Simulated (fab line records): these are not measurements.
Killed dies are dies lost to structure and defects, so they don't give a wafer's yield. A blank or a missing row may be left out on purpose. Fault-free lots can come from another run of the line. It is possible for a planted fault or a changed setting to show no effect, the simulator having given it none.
Matching of chambers / flow n5 finfet / 4 sister chambers for N5_HKMG_FIN_STRIP_57 on rie diel-03
The step strips in CF4. 8 wafers are shown with their chamber, then 9 later ones without.

== EACH WAFER AND ITS CHAMBER ==
wafer=L078.2; chamber=0; drypump motor current A (A)=5.2; throttle valve pct (%)=13.70
wafer=L078.4; chamber=1; drypump motor current A (A)=5.4; throttle valve pct (%)=13.55
wafer=L082.1; chamber=3; drypump motor current A (A)=6.4; throttle valve pct (%)=13.76
wafer=L083.5; chamber=3; drypump motor current A (A)=6.5; throttle valve pct (%)=13.77
wafer=L083.6; chamber=2; drypump motor current A (A)=4.7; throttle valve pct (%)=13.62
wafer=L087.1; chamber=0; drypump motor current A (A)=5.2; throttle valve pct (%)=13.18
wafer=L087.5; chamber=1; drypump motor current A (A)=5.4; throttle valve pct (%)=13.02
wafer=L087.6; chamber=2; drypump motor current A (A)=4.7; throttle valve pct (%)=13.67

== WAFERS WITHOUT THEIR CHAMBER ==
wafer=L090.1; drypump motor current A (A)=4.7; throttle valve pct (%)=13.71
wafer=L090.4; drypump motor current A (A)=5.2; throttle valve pct (%)=13.20
wafer=L090.5; drypump motor current A (A)=6.4; throttle valve pct (%)=13.82
wafer=L093.1; drypump motor current A (A)=5.2; throttle valve pct (%)=13.21
wafer=L093.2; drypump motor current A (A)=6.4; throttle valve pct (%)=13.85
wafer=L093.6; drypump motor current A (A)=5.2; throttle valve pct (%)=13.20
wafer=L094.3; drypump motor current A (A)=5.2; throttle valve pct (%)=13.23
wafer=L094.4; drypump motor current A (A)=5.4; throttle valve pct (%)=13.05
wafer=L094.6; drypump motor current A (A)=5.2; throttle valve pct (%)=13.21

== THE CHAMBER EACH PASSED THROUGH ==
wafer=L090.1; from the rows above=2; in truth=2
wafer=L090.4; from the rows above=0; in truth=0
wafer=L090.5; from the rows above=3; in truth=3
wafer=L093.1; from the rows above=0; in truth=0
wafer=L093.2; from the rows above=3; in truth=3
wafer=L093.6; from the rows above=0; in truth=0
wafer=L094.3; from the rows above=0; in truth=0
wafer=L094.4; from the rows above=1; in truth=1
wafer=L094.6; from the rows above=0; in truth=0
Correct placement for 9 of the 9. From these rows, 0 cannot be placed. 0 placed wrongly.
How it was worked out, from the rows above alone: a wafer's distance from a chamber is the root of the sum, over the readings, of the square of ((its reading less the chamber's mean) divided by the reading's scatter). The wafer belongs to the nearest chamber; if the next one is less than 2 further off, it can't be placed. For every chamber, the mean is computed from those of its wafers that are shown. The scatter: take each reading less its chamber's mean, square it, sum over the shown wafers, divide by the number of wafers less the number of chambers, and take the root.
